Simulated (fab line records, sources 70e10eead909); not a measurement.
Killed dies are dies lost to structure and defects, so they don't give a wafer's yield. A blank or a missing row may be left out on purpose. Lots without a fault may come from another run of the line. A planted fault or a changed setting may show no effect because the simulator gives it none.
fab line records | flow nand_harc
record lots=24 wafers=72 last_day=33
route steps=1302 shown P_STI@109 P_GATE@122 P_CONTACT@238 P_M0@277
lots that met no fault: from a run of the same line without faults
start_h: hours from the record's first day to the start of the lot's first wafer shown | wait_h: hours since the lot's step before | " the same as in the row above | L1.1+2: a row that stands for several wafers | - no value, or no start given | * or withheld: withheld | < > ~ a bound
route shown NAME@n: a module of which the file shows steps, and the number in the route of the first | usual: mean/standard deviation of fault-free wafers | same: alike in all rows | chamber/n: place in a boat | sites: the reading at each site | _std_site: their standard deviation | _edge_site: outer sites' mean less inner sites' | radius_mm: how far each site lies from the wafer's centre | mask NAME#n: copy n | behind: the tool/chamber that last shaped the wafer | hold: why the lot was held/for how many hours/how that ended | device: the transistor (n, p or np) that didn't switch | end of line: the same wafers' tests at the end of the route | a step without rows: its recipe alone | killed: dies lost to structure and defects at the first sort, not the wafer's yield | map: a wafer's dies, x killed, . not, _ none there
set.NAME: the setting as run; set.NAME@STEP: as run at that earlier step | model.NAME: the simulator's own value behind a step, which no gauge read
steps of the route over a sample of lots; a table a step, a row a wafer
services: from which hour (start_h, from the record's first day; less than 0 if before it) a tool's chamber was out of use, for how many hours, and why
## steps
# step NHARC_P_STI_INSPECT_25
# usual raw_defect_count=201/78
# columns lot.wafer tool chamber start_h wait_h raw_defect_count
L074.2 defect_inspect-01 - 69.93 0.4 350
L074.3 " - " " 592
L074.6 " - " " 349
L075.4 defect_inspect-02 - 82.36 0.4 200
L075.5 " - " " 219
L075.6 " - " " 265
L076.2 defect_inspect-01 - 92.13 0.4 458
L076.3 " - " " 246
L076.6 " - " " 190
L077.2 defect_inspect-02 - 102.27 0.4 118
L077.4 " - " " 147
L077.5 " - " " 144
L078.1 defect_inspect-01 - 117.92 0.4 253
L078.3 " - " " 133
L078.6 " - " " 167
L079.1 defect_inspect-02 - 122.40 0.4 125
L079.4 " - " " 172
L079.5 " - " " 251
L080.1 defect_inspect-02 - 130.89 0.4 86
L080.2 " - " " 189
L080.4 " - " " 130
L081.2 defect_inspect-01 - 150.61 0.4 164
L081.3 " - " " 170
L081.4 " - " " 161
L082.1 defect_inspect-02 - 158.75 0.4 169
L082.3 " - " " 187
L082.5 " - " " 211
L083.3 defect_inspect-02 - 165.43 0.4 164
L083.5 " - " " 221
L083.6 " - " " 143
L084.2 defect_inspect-01 - 175.73 0.4 206
L084.3 " - " " 121
L084.6 " - " " 186
L085.2 defect_inspect-01 - 182.28 0.4 186
L085.4 " - " " 262
L085.5 " - " " 180
L086.3 defect_inspect-01 - 198.50 0.4 194
L086.5 " - " " 211
L086.6 " - " " 146
L087.1 defect_inspect-01 - 218.92 0.4 226
L087.5 " - " " 273
L087.6 " - " " 330
L088.2 defect_inspect-02 - 218.92 0.4 142
L088.3 " - " " 102
L088.6 " - " " 166
L089.1 defect_inspect-02 - 218.92 0.4 332
L089.5 " - " " 340
L089.6 " - " " 219
L090.1 defect_inspect-02 - 228.61 0.4 137
L090.2 " - " " 125
L090.5 " - " " 93
L091.2 defect_inspect-01 - 240.70 0.4 197
L091.4 " - " " 215
L091.5 " - " " 199
L092.1 defect_inspect-01 - 249.85 0.4 162
L092.3 " - " " 321
L092.5 " - " " 159
L093.1 defect_inspect-01 - 266.26 0.4 223
L093.2 " - " " 197
L093.4 " - " " 252
L094.1 defect_inspect-01 - 272.09 0.4 162
L094.2 " - " " 174
L094.3 " - " " 195
L095.1 defect_inspect-01 - 281.48 0.4 104
L095.3 " - " " 134
L095.4 " - " " 145
L096.2 defect_inspect-01 - 293.52 0.4 235
L096.4 " - " " 279
L096.6 " - " " 216
L097.1 defect_inspect-01 - 303.45 0.4 134
L097.3 " - " " 101
L097.4 " - " " 200
# step NHARC_P_GATE_CD_MEAS_11
# recipe target_cd_nm=1640 landing_energy_ev=500
# usual cd_nm=1640.2/1.4
# columns lot.wafer tool chamber start_h wait_h cd_nm
L074.2 cd_sem-02 0 78.11 - 1641.1
L074.3 " 0 " " 1642.3
L074.6 " 0 " " 1643.0
L075.4 cd_sem-01 0 90.92 - 1641.1
L075.5 " 0 " " 1641.7
L075.6 " 0 " " 1642.2
L076.2 cd_sem-01 0 100.81 - 1641.1
L076.3 " 0 " " 1640.5
L076.6 " 0 " " 1641.3
L077.2 cd_sem-03 0 110.76 - 1639.8
L077.4 " 0 " " 1638.8
L077.5 " 0 " " 1639.5
L078.1 cd_sem-01 0 126.31 - 1638.9
L078.3 " 0 " " 1638.6
L078.6 " 0 " " 1639.2
L079.1 cd_sem-03 0 130.86 - 1640.2
L079.4 " 0 " " 1640.9
L079.5 " 0 " " 1641.2
L080.1 cd_sem-03 0 142.38 - 1642.0
L080.2 " 0 " " 1642.0
L080.4 " 0 " " 1641.2
L081.2 cd_sem-02 0 159.01 - 1637.5
L081.3 " 0 " " 1635.9
L081.4 " 0 " " 1638.2
L082.1 cd_sem-01 0 167.15 - 1639.2
L082.3 " 0 " " 1638.7
L082.5 " 0 " " 1638.6
L083.3 cd_sem-01 0 175.30 - 1639.3
L083.5 " 0 " " 1639.3
L083.6 " 0 " " 1638.6
L084.2 cd_sem-01 0 184.07 - 1639.8
L084.3 " 0 " " 1639.9
L084.6 " 0 " " 1640.1
L085.2 cd_sem-03 0 190.94 - 1640.1
L085.4 " 0 " " 1639.3
L085.5 " 0 " " 1639.8
L086.3 cd_sem-02 0 209.21 - 1640.6
L086.5 " 0 " " 1640.4
L086.6 " 0 " " 1640.1
L089.1 cd_sem-03 0 227.60 - 1638.2
L089.5 " 0 " " 1639.2
L089.6 " 0 " " 1638.8
L087.1 cd_sem-01 0 227.64 - 1641.3
L087.5 " 0 " " 1641.8
L087.6 " 0 " " 1641.8
L088.2 cd_sem-03 0 227.80 - 1643.4
L088.3 " 0 " " 1642.5
L088.6 " 0 " " 1640.4
L090.1 cd_sem-01 0 237.22 - 1638.9
L090.2 " 0 " " 1640.3
L090.5 " 0 " " 1640.0
L091.2 cd_sem-01 0 249.00 - 1640.8
L091.4 " 0 " " 1639.8
L091.5 " 0 " " 1640.9
L092.1 cd_sem-02 0 258.41 - 1642.4
L092.3 " 0 " " 1641.9
L092.5 " 0 " " 1642.1
L093.1 cd_sem-01 0 274.84 - 1642.2
L093.2 " 0 " " 1639.8
L093.4 " 0 " " 1641.3
L094.1 cd_sem-01 0 280.60 - 1640.7
L094.2 " 0 " " 1640.1
L094.3 " 0 " " 1639.9
L095.1 cd_sem-03 0 289.81 - 1641.4
L095.3 " 0 " " 1641.5
L095.4 " 0 " " 1641.2
L096.2 cd_sem-01 0 308.96 - 1639.1
L096.4 " 0 " " 1639.7
L096.6 " 0 " " 1638.3
L097.1 cd_sem-03 0 309.11 - 1640.2
L097.3 " 0 " " 1641.0
L097.4 " 0 " " 1639.9
# step NHARC_P_GATE_OVL_MEAS_27
# usual overlay_x_nm=0.1/0.89 overlay_y_nm=-0.2/0.85
# columns lot.wafer tool chamber start_h wait_h overlay_x_nm overlay_y_nm
L074.2 overlay-01 - 94.84 - 0.1 -0.1
L074.3 " - " " -0.7 -0.2
L074.6 " - " " -0.6 -0.8
L075.4 overlay-02 - 105.78 - -0.5 -1.2
L075.5 " - " " -0.7 -0.6
L075.6 " - " " -0.7 -0.6
L076.2 overlay-02 - 115.01 - -1.4 0.8
L076.3 " - " " -1.4 0.3
L076.6 " - " " -0.9 0.4
L077.2 overlay-01 - 129.00 - 0.1 0.0
L077.4 " - " " 0.2 0.3
L077.5 " - " " 0.2 0.4
L078.1 overlay-02 - 140.62 - -0.5 0.0
L078.3 " - " " -0.1 0.3
L078.6 " - " " -0.2 0.7
L079.1 overlay-02 - 147.84 - 1.9 0.9
L079.4 " - " " 1.4 1.6
L079.5 " - " " 2.0 0.7
L080.1 overlay-02 - 158.49 - -0.8 -1.6
L080.2 " - " " -1.3 -1.5
L080.4 " - " " -0.7 -1.5
L081.2 overlay-01 - 174.23 - 1.0 -0.7
L081.3 " - " " 0.2 -0.4
L081.4 " - " " 1.2 -0.2
L082.1 overlay-02 - 181.94 - -0.6 1.1
L082.3 " - " " 0.0 1.6
L082.5 " - " " -0.2 0.5
L083.3 overlay-02 - 192.29 - -0.7 0.0
L083.5 " - " " -0.8 0.5
L083.6 " - " " -0.4 0.1
L084.2 overlay-02 - 208.44 - 1.1 -0.2
L084.3 " - " " 1.4 -0.5
L084.6 " - " " 1.3 -0.6
L085.2 overlay-02 - 209.61 - -0.1 0.4
L085.4 " - " " 0.0 0.4
L085.5 " - " " -0.2 0.6
L086.3 overlay-02 - 223.42 - 0.7 0.7
L086.5 " - " " 1.0 0.4
L086.6 " - " " 0.9 0.5
L088.2 overlay-01 - 241.46 - -0.6 -0.2
L088.3 " - " " -1.0 0.7
L088.6 " - " " -0.3 1.1
L089.1 overlay-01 - 241.62 - 1.1 -1.1
L089.5 " - " " 1.3 -0.7
L089.6 " - " " 1.3 -1.0
L087.1 overlay-02 - 241.77 - 1.2 -1.7
L087.5 " - " " 1.2 -1.3
L087.6 " - " " 1.3 -1.2
L090.1 overlay-01 - 251.47 - 0.8 -0.5
L090.2 " - " " 0.2 -0.2
L090.5 " - " " 0.2 -0.3
L091.2 overlay-02 - 263.20 - -1.9 0.9
L091.4 " - " " -1.0 0.6
L091.5 " - " " -2.0 0.4
L092.1 overlay-02 - 274.31 - 0.1 -1.2
L092.3 " - " " 0.5 -1.1
L092.5 " - " " -0.1 -1.3
L093.1 overlay-02 - 291.98 - 0.8 -0.3
L093.2 " - " " -0.1 0.2
L093.4 " - " " 0.4 0.7
L094.1 overlay-01 - 294.91 - 0.1 -0.5
L094.2 " - " " 0.0 -0.4
L094.3 " - " " -0.2 -0.8
L095.1 overlay-02 - 306.78 - 0.0 -2.1
L095.3 " - " " 0.1 -1.5
L095.4 " - " " 0.3 -2.2
L097.1 overlay-01 - 325.96 - -0.7 0.1
L097.3 " - " " -0.7 0.2
L097.4 " - " " -0.4 -0.3
L096.2 overlay-01 - 326.64 - 1.1 -0.7
L096.4 " - " " 0.2 -0.6
L096.6 " - " " 0.6 -1.7
# step NHARC_P_CONTACT_ETCH_18
# recipe target_depth_a=4810 time_s=240.5 c4f8_flow_sccm=20 o2_flow_sccm=10 ar_flow_sccm=withheld rf_w=600 bias_w=1500 chemistry=C4F8/O2/Ar
# usual chamber_pressure_mTorr=25.000/0.023 oes_product_au=0.959/0.017 rf_vpp_V=977/5.4
# columns lot.wafer tool chamber start_h wait_h chamber_pressure_mTorr oes_product_au rf_hours_counter_h rf_vpp_V
L074.3 rie_diel-01 0 - - 25.001 0.953 1.8 982
L074.2 " 2 " " 24.985 0.954 2.1 972
L074.6 " 1 " " 24.996 0.946 - 976
L075.4 rie_diel-10 3 - - 24.968 0.954 4.2 972
L075.6 " 1 " " 24.977 0.944 - 977
L075.5 " 2 " " 24.998 0.940 - 982
L076.3 rie_diel-03 0 - - 25.012 0.981 0.4 970
L076.2 " 2 " " 24.986 0.968 0.7 985
L076.6 " 0 " " 24.943 0.982 - 970
L077.2 rie_diel-10 2 - - 25.015 0.931 4.7 982
L077.4 " 0 " " 25.003 0.931 5.5 971
L077.5 " 3 " " 24.998 0.921 - 973
L078.3 rie_diel-03 2 - - 25.021 0.990 1.4 984
L078.1 " 3 " " 25.009 0.957 1.3 984
L078.6 " 1 " " 25.053 0.974 - 974
L079.4 rie_diel-03 0 - - 24.983 0.941 1.3 970
L079.1 " 2 " " 24.994 0.945 1.8 986
L079.5 " 3 " " 24.997 0.945 - 984
L080.2 rie_diel-01 1 - - 24.999 0.970 3.7 976
L080.1 " 2 " " 25.012 0.956 3.5 973
L080.4 " 0 " " 24.990 0.985 3.1 983
L081.4 rie_diel-03 0 - - 24.972 0.940 1.9 971
L081.2 " 1 " " 24.952 0.950 2.2 972
L081.3 " 2 " " 25.011 0.959 2.3 985
L082.1 rie_diel-03 3 - - 24.969 0.967 2.4 983
L082.3 " 1 " " 25.018 0.964 2.7 973
L082.5 " 3 " " 24.974 0.960 - 983
L083.3 rie_diel-10 2 - - 24.962 0.965 9.1 980
L083.6 " 0 " " 25.008 0.967 - 969
L083.5 " 1 " " 24.993 0.960 - 978
L084.3 rie_diel-10 0 - - 24.966 0.969 11.0 972
L084.2 " 2 " " 24.987 0.979 10.3 980
L084.6 " 0 " " 25.024 0.970 - 971
L085.2 rie_diel-10 3 - - 25.034 0.953 9.9 973
L085.4 " 0 " " 25.024 0.972 11.4 970
L085.5 " 2 " " 25.005 0.971 - 981
L086.3 rie_diel-01 3 - - 25.014 0.972 0.6 985
L086.5 " 2 " " 25.037 0.958 - 972
L086.6 " 3 " " 25.014 0.971 - 983
L088.2 rie_diel-03 3 - - 25.001 0.926 3.6 982
L088.3 " 2 " " 25.035 0.934 4.0 986
L088.6 " 0 " " 25.015 0.936 - 970
L087.1 rie_diel-10 0 - - 24.995 0.985 1.8 970
L087.6 " 2 " " 25.030 0.962 - 980
L087.5 " 3 " " 25.028 0.968 - 974
L089.1 rie_diel-10 1 - - 25.009 0.952 1.5 980
L089.6 " 2 " " 25.023 0.953 - 980
L089.5 " 3 " " 25.026 0.984 - 974
L090.1 rie_diel-03 2 - - 25.002 0.976 4.6 985
L090.2 " 3 " " 25.008 0.964 4.1 982
L090.5 " 1 " " 24.986 0.979 - 974
L091.2 rie_diel-01 1 - - 25.044 0.946 1.4 977
L091.4 " 2 " " 25.003 0.961 2.0 973
L091.5 " 1 " " 25.001 0.956 - 975
L092.1 rie_diel-03 2 - - 24.970 0.963 0.2 985
L092.3 " 3 " " 25.038 0.979 0.2 982
L092.5 " 0 " " 25.020 0.988 - 970
L093.4 rie_diel-03 3 - - 24.989 0.926 0.7 982
L093.2 " 1 " " 24.985 0.924 0.8 974
L093.1 " 2 " " 25.023 0.915 0.6 985
L094.3 rie_diel-01 1 - - 25.014 0.972 2.2 976
L094.2 " 2 " " 25.004 0.963 2.8 973
L094.1 " 0 " " 25.031 0.948 2.3 983
L095.4 rie_diel-01 3 - - 25.006 0.979 3.0 985
L095.1 " 0 " " 24.980 0.971 2.5 982
L095.3 " 1 " " 25.007 0.956 2.7 975
L097.4 rie_diel-01 3 - - 24.985 0.957 3.7 986
L097.1 " 0 " " 25.002 0.959 3.2 981
L097.3 " 2 " " 24.996 0.967 3.8 973
L096.4 rie_diel-03 0 - - 24.949 0.966 1.7 970
L096.2 " 2 " " 25.020 0.956 1.5 986
L096.6 " 0 " " 24.994 0.957 - 970
# step NHARC_P_CONTACT_CD_MEAS_19
# usual cd_nm=89.3/0.99
# columns lot.wafer tool chamber start_h wait_h cd_nm
L074.2 cd_sem-01 - 116.30 - 88.6
L074.3 " - " " 90.0
L074.6 " - " " 89.7
L075.4 cd_sem-03 - 128.94 - 89.8
L075.5 " - " " 87.4
L075.6 " - " " 89.7
L076.2 cd_sem-02 - 135.98 - 89.9
L076.3 " - " " 89.2
L076.6 " - " " 90.2
L077.2 cd_sem-03 - 150.08 - 88.3
L077.4 " - " " 88.9
L077.5 " - " " 88.9
L078.1 cd_sem-01 - 162.51 - 89.1
L078.3 " - " " 89.0
L078.6 " - " " 88.9
L079.1 cd_sem-03 - 169.14 - 87.4
L079.4 " - " " 87.3
L079.5 " - " " 86.7
L080.1 cd_sem-02 - 182.25 - 88.7
L080.2 " - " " 89.5
L080.4 " - " " 89.2
L081.2 cd_sem-03 - 195.21 - 87.3
L081.3 " - " " 89.1
L081.4 " - " " 87.2
L082.1 cd_sem-03 - 202.95 - 88.2
L082.3 " - " " 88.3
L082.5 " - " " 89.0
L083.3 cd_sem-03 - 213.44 - 89.4
L083.5 " - " " 89.7
L083.6 " - " " 89.1
L084.2 cd_sem-03 - 229.57 - 88.1
L084.3 " - " " 87.9
L084.6 " - " " 88.0
L085.2 cd_sem-01 - 231.03 - 90.1
L085.4 " - " " 89.4
L085.5 " - " " 89.4
L086.3 cd_sem-03 - 244.36 - 92.6
L086.5 " - " " 90.5
L086.6 " - " " 91.0
L088.2 cd_sem-03 - 262.90 - 90.4
L088.3 " - " " 90.0
L088.6 " - " " 89.8
L087.1 cd_sem-03 - 263.85 - 88.8
L087.5 " - " " 87.9
L087.6 " - " " 89.2
L089.1 cd_sem-01 - 268.89 - 87.3
L089.5 " - " " 88.6
L089.6 " - " " 87.5
L090.1 cd_sem-01 - 272.56 - 88.7
L090.2 " - " " 90.1
L090.5 " - " " 91.0
L091.2 cd_sem-03 - 284.22 - 90.2
L091.4 " - " " 90.3
L091.5 " - " " 89.9
L092.1 cd_sem-02 - 297.52 - 89.2
L092.3 " - " " 90.2
L092.5 " - " " 89.9
L093.1 cd_sem-02 - 315.50 - 90.2
L093.2 " - " " 89.8
L093.4 " - " " 89.5
L094.1 cd_sem-01 - 315.91 - 88.6
L094.2 " - " " 89.2
L094.3 " - " " 90.1
L095.1 cd_sem-03 - 329.92 - 89.5
L095.3 " - " " 89.8
L095.4 " - " " 89.7
L097.1 cd_sem-03 - 347.15 - 88.9
L097.3 " - " " 89.4
L097.4 " - " " 90.5
L096.2 cd_sem-01 - 348.02 - 89.5
L096.4 " - " " 88.4
L096.6 " - " " 89.6
# step NHARC_P_M0_ANNEAL_30
# recipe temp_c=225 time_s=90
# usual anneal_temp_c_max=226.11/0.24 wafer_temp_C_max=225.81/0.29
# columns lot.wafer tool chamber start_h wait_h anneal_temp_c_max wafer_temp_C_max
L074.2 rtp_anneal-02 0 121.33 - 226.32 226.05
L074.3 " 0 " " 226.09 225.88
L074.6 " 0 " " 226.10 225.90
L075.4 rtp_anneal-02 0 134.17 0.3 225.67 226.12
L075.5 " 0 " " 225.73 225.87
L075.6 " 0 " " 225.85 225.57
L076.2 rtp_anneal-02 0 140.85 - 226.07 226.27
L076.3 " 0 " " 225.97 226.27
L076.6 " 0 " " 225.97 226.30
L077.2 rtp_anneal-01 0 155.16 0.4 226.39 225.28
L077.4 " 0 " " 226.28 225.64
L077.5 " 0 " " 226.28 225.95
L078.1 rtp_anneal-01 0 167.34 0.3 226.30 225.44
L078.3 " 0 " " 226.04 225.28
L078.6 " 0 " " 226.13 225.11
L079.1 rtp_anneal-01 0 174.64 - 225.79 225.78
L079.4 " 0 " " 226.52 225.53
L079.5 " 0 " " 225.81 225.52
L080.1 rtp_anneal-02 0 187.40 0.3 225.87 225.87
L080.2 " 0 " " 225.88 226.03
L080.4 " 0 " " 225.89 225.92
L081.2 rtp_anneal-02 0 200.21 0.4 225.96 225.89
L081.3 " 0 " " 225.76 226.07
L081.4 " 0 " " 226.17 225.87
L082.1 rtp_anneal-01 0 207.96 - 226.35 225.40
L082.3 " 0 " " 225.99 225.26
L082.5 " 0 " " 226.30 225.53
L083.3 rtp_anneal-02 0 218.50 0.3 226.38 226.39
L083.5 " 0 " " 226.15 226.16
L083.6 " 0 " " 226.51 226.23
L084.2 rtp_anneal-01 0 234.94 0.4 225.98 225.66
L084.3 " 0 " " 226.16 225.50
L084.6 " 0 " " 225.99 225.60
L085.2 rtp_anneal-02 0 236.07 - 226.35 225.42
L085.4 " 0 " " 226.28 225.82
L085.5 " 0 " " 226.31 225.96
L086.3 rtp_anneal-01 0 250.05 0.3 225.89 225.42
L086.5 " 0 " " 225.77 225.80
L086.6 " 0 " " 226.15 225.88
L088.2 rtp_anneal-02 0 267.77 - 226.27 225.64
L088.3 " 0 " " 226.25 226.10
L088.6 " 0 " " 226.24 225.87
L087.1 rtp_anneal-02 0 268.86 0.3 226.25 225.82
L087.5 " 0 " " 226.36 225.97
L087.6 " 0 " " 225.96 225.85
L089.1 rtp_anneal-02 0 273.98 0.4 226.23 226.01
L089.5 " 0 " " 226.08 225.55
L089.6 " 0 " " 226.09 225.60
L090.1 rtp_anneal-01 0 277.56 - 226.28 225.38
L090.2 " 0 " " 226.57 225.69
L090.5 " 0 " " 225.87 225.40
L091.2 rtp_anneal-02 0 289.35 - 226.81 226.07
L091.4 " 0 " " 226.03 226.22
L091.5 " 0 " " 226.12 226.00
L092.1 rtp_anneal-01 0 302.45 - 225.84 225.71
L092.3 " 0 " " 225.83 225.78
L092.5 " 0 " " 225.92 225.90
L093.1 rtp_anneal-01 0 320.49 0.3 226.40 225.99
L093.2 " 0 " " 226.27 225.58
L093.4 " 0 " " 226.17 225.75
L094.1 rtp_anneal-01 0 321.75 0.3 226.23 225.66
L094.2 " 0 " " 225.90 225.79
L094.3 " 0 " " 225.99 225.45
L095.1 rtp_anneal-02 0 335.40 - 225.90 226.04
L095.3 " 0 " " 225.94 226.56
L095.4 " 0 " " 225.88 226.35
L097.1 rtp_anneal-02 0 352.23 - 226.05 225.85
L097.3 " 0 " " 226.18 226.05
L097.4 " 0 " " 226.25 226.38
L096.2 rtp_anneal-01 0 353.03 - 225.78 225.60
L096.4 " 0 " " 226.11 225.76
L096.6 " 0 " " 226.31 225.73
## services
# columns tool chamber start_h hours kind
rie_diel-03 - 104.30 9.0 pm
rie_diel-03 0 104.30 12.5 vent_cycle
rie_diel-03 1 104.30 9.0 vent_cycle
rie_diel-03 2 104.30 9.0 vent_cycle
rie_diel-03 3 104.30 9.0 vent_cycle
rie_diel-03 1 113.30 - clean
rie_diel-03 2 113.30 - clean
rie_diel-03 3 113.30 - clean
rie_diel-03 0 137.80 - clean
rie_diel-03 1 137.80 - clean
rie_diel-03 2 137.80 - clean
rie_diel-03 3 137.80 - clean
rie_diel-01 0 151.75 4.1 repair
rie_diel-01 3 157.00 7.2 repair
rie_diel-01 0 158.70 7.7 repair
rie_diel-03 3 203.77 3.9 repair
rie_diel-01 - 203.80 9.0 pm
rie_diel-10 3 212.20 15.4 repair
rie_diel-03 1 214.65 5.4 repair
rie_diel-01 1 226.27 7.9 repair
rie_diel-01 0 235.78 1.4 repair
rie_diel-10 - 242.70 9.0 pm
rie_diel-10 1 251.77 5.9 repair
rie_diel-03 - 281.30 9.0 pm
## key
fault none
